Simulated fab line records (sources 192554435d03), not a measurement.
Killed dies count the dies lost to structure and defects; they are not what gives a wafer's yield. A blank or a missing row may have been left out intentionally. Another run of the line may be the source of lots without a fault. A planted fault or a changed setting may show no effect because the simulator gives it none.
A single fault, viewed from 3 desks :: flow n5 finfet :: each desk holds nothing but its own numbers, with what lay behind them at the end

## AT THE TOOL OWNER'S DESK: rie diel-02
The tool's own readings at N5_FIN_SAQP_STRIP_70 (strips in N2/H2): means of the sampled wafers that have a number, for each lot that ran on this tool. If a lot's mean is further than 4 standard deviations from the usual mean, the lot is out of limits and carries the mark OUT (the distance appears in the brackets).
Columns: A = drypump motor current A at N5_FIN_SAQP_STRIP_70, usual 5.9 A; B = h2 flow sccm at N5_FIN_SAQP_STRIP_70, usual 299.9 sccm; C = oes product au at N5_FIN_SAQP_STRIP_70, usual 0.79 a.u.; D = rf vpp V at N5_FIN_SAQP_STRIP_70, usual 121.6 V; E = showerhead plenum p Torr at N5_FIN_SAQP_STRIP_70, usual 3.33 Torr; F = throttle valve pct at N5_FIN_SAQP_STRIP_70, usual 18.9 %
lot: L455
first seen here: day 2 13:31
A: 6.3
B: 300.5
C: 0.81
D: 121.8
E: 3.39
F: 19.0

lot: L461
first seen here: day 4 01:07
A: 6.3
B: 299.7
C: 0.79
D: 121.2
E: 3.39
F: 19.1

lot: L466
first seen here: day 5 09:30
A: 5.8
B: 300.5
C: 0.90
D: 121.8
E: 3.38
F: 18.8
This desk's finding: nothing out of limits on any of the 3 lots.

## FROM THE METROLOGY DESK
Lot by lot, what the gauges showed, no matter which tool ran the lot: averages of those sampled wafers that carry a number. If a lot's mean is further than 4 standard deviations from the usual mean, the lot is out of limits and carries the mark OUT (the distance appears in the brackets). 7 of its 11 readings are shown, namely those furthest out on some lot.
Columns: A = IOFF_N at N5_BEOL_M4_RC_MEAS_101, usual 0.17 nA/um; B = IOFF_P at N5_BEOL_M4_RC_MEAS_101, usual 0.22 nA/um; C = ION_N at N5_BEOL_M4_RC_MEAS_101, usual 679 uA/um; D = ION_P at N5_BEOL_M4_RC_MEAS_101, usual 465 uA/um; E = SS_P at N5_BEOL_M4_RC_MEAS_101, usual 73.6 mV/dec; F = VT_N at N5_BEOL_M4_RC_MEAS_101, usual 249 mV; G = VT_P at N5_BEOL_M4_RC_MEAS_101, usual -249 mV
lot: L455
first seen here: day 2 14:49
A: 0.14
B: 0.20
C: 673
D: 462
E: 73.8
F: 253
G: -253

lot: L457
first seen here: day 3 03:01
A: 0.18
B: 0.24
C: 675
D: 466
E: 73.6
F: 250
G: -248

lot: L458
first seen here: day 3 08:49
A: 0.20
B: 0.23
C: 686
D: 467
E: 73.6
F: 244
G: -249

lot: L461
first seen here: day 4 02:28
A: 0.20
B: 0.24
C: 691
D: 469
E: 73.9
F: 246
G: -247

lot: L463
first seen here: day 4 14:25
A: 0.17
B: 0.20
C: 676
D: 461
E: 73.9
F: 249
G: -254

lot: L466
first seen here: day 5 10:54
A: 0.16
B: 0.23
C: 684
D: 473
E: 73.2
F: 249
G: -246

lot: L471
first seen here: day 6 14:43
A: 0.16
B: 0.22
C: 680
D: 466
E: 73.5
F: 250
G: -251

lot: L475
first seen here: day 7 14:31
A: 0.24
B: 0.34
C: 709
D: 489
E: 74.7
F: 242
G: -239

lot: L476
first seen here: day 7 21:28
A: 0.14
B: 0.19
C: 659
D: 452
E: 73.2
F: 250
G: -253
This desk's finding: nothing out of limits on any of the 9 lots.

## THE DEFECT DESK
Lot by lot, what the route's inspections counted, given as the mean of those sampled wafers with a number. If a lot's mean is further than 4 standard deviations from the usual mean, the lot is out of limits and carries the mark OUT (the distance appears in the brackets).
Columns: A = raw defect count at N5_FIN_SAQP_INSPECT_40, usual 226; B = raw defect count at N5_FIN_CUT_INSPECT_10, usual 41; C = raw defect count at N5_FIN_CUT_INSPECT_17, usual 229
lot: L455
first seen here: day 2 14:50
A: 183
B: 26
C: 187

lot: L457
first seen here: day 3 03:03
A: 198
B: 38
C: 211

lot: L458
first seen here: day 3 08:50
A: 230
B: 39
C: 235

lot: L461
first seen here: day 4 02:30
A: 207
B: 47
C: 219

lot: L463
first seen here: day 4 14:27
A: 234
B: 40
C: 245

lot: L466
first seen here: day 5 10:56
A: 311
B: 126 (+7.7) OUT
C: 310

lot: L471
first seen here: day 6 14:44
A: 174
B: 36
C: 171

lot: L475
first seen here: day 7 14:32
A: 224
B: 41
C: 227

lot: L476
first seen here: day 7 21:30
A: 240
B: 43
C: 243
Finding of this desk: L466 out of limits; the first was L466 at day 5 11:27, on raw defect count at N5_FIN_CUT_INSPECT_10. Within limits: L455, L457, L458, L461, L463, L471, L475, L476.

## TAKEN TOGETHER
The defect desk could have raised an alarm at day 5 11:27, on L466.
Nothing out of limits was seen by the tool owner's desk.
From the metrology desk's view, nothing was out of limits.
Tool owner's desk: L466 on record, inside its limits.
The metrology desk has L466 on record, within its limits.
N5_FIN_SAQP_STRIP_70 was run on rie diel-02 by each of the lots named.

## WHAT HAD BEEN PUT IN BY THE SIMULATOR
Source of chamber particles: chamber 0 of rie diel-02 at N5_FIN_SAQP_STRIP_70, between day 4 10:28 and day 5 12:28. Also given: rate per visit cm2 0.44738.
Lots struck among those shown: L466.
Hours from the fault's start to each desk's first reading out of limits: the defect desk, 25.
